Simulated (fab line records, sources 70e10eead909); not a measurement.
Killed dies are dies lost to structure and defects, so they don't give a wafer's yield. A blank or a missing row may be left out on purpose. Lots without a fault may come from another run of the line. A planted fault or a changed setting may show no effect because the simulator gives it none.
Problem report in the 8D (eight disciplines) form, filled by code | flow nand_harc | the parts of the form that need people (team, actions taken, sign-off) are left out

1. THE PROBLEM
dose_ions_cm2 at NHARC_P_ZERO_WELL_IMPLANT_40 reads a mean of 1.577e+13 on 6 wafers of 2 lots; wafers without a fault read 9.998e+12 with a standard deviation of 1.1e+10. That is +99 or more standard deviations from the usual mean.
First seen on wafer L560.2, day 9 13:01, on implanter-02. The record holds 36 wafers of 12 lots with a number at this step. Rule for "out", or "out of limits": more than 4 standard deviations from the usual mean. The other wafers with a number count as sound.

2. WHAT IT IS AND WHAT IT IS NOT
question                    | is                                | is not
which readings at this step | dose_ions_cm2, faraday_current_uA | -
which lots                  | L560, L561                        | L543, L545, L546, L548, L550, L551, L552, L553, L559, L563
which wafers of those lots  | all that have a number            | -
read on which tools         | implanter-02                      | implanter-01
when                        | from day 9 13:01                  | up to then (27 sound wafers); but 3 sound wafers of L563 came after

3. SUSPECTS, AND WHAT RULES EACH OUT
Counting: a tool at a process step up to the reading stays a suspect if it ran every lot that is out and no sound lot after the first of them.
- implanter-02 at NHARC_P_ZERO_WELL_IMPLANT_40: kept. It ran every lot that is out, first L560 (day 9 13:01), and no sound lot after that; its last sound lot up to then is L553 (day 6 15:44). Its own readings are out on those wafers: dose_ions_cm2, faraday_current_uA.
Left after counting: implanter-02 at NHARC_P_ZERO_WELL_IMPLANT_40.

4. THE CAUSE (what the simulator had put in)
Process parameter drift: implanter-02, from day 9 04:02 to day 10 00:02, at NHARC_P_ZERO_WELL_IMPLANT_40. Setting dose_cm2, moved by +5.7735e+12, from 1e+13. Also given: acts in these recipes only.
Counting left only this tool.

5. THE CHAIN OF EFFECTS, in route order
Each row: a reading whose mean over the struck wafers that have a number lies more than 3 standard deviations from the usual. Only readings for which the record gives a usual standard deviation are gone through. hours: the time from each lot's start at the first step in this table that gives one to its start at this step, as a median over the lots. sigmas: the change in usual standard deviations.
hours | step                         | reading            | usual     | on struck wafers | change     | sigmas
0     | NHARC_P_ZERO_WELL_IMPLANT_40 | dose_ions_cm2      | 9.998e+12 | 1.577e+13        | +5.772e+12 | +99 or more
0     | NHARC_P_ZERO_WELL_IMPLANT_40 | faraday_current_uA | 126.8     | 200.7            | +73.9      | +30
The process steps in it:
- NHARC_P_ZERO_WELL_IMPLANT_40

6. WHAT WOULD HAVE CAUGHT IT SOONER
In this record the first reading out of limits was taken at day 9 13:01, 9 hours after the fault began at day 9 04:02.
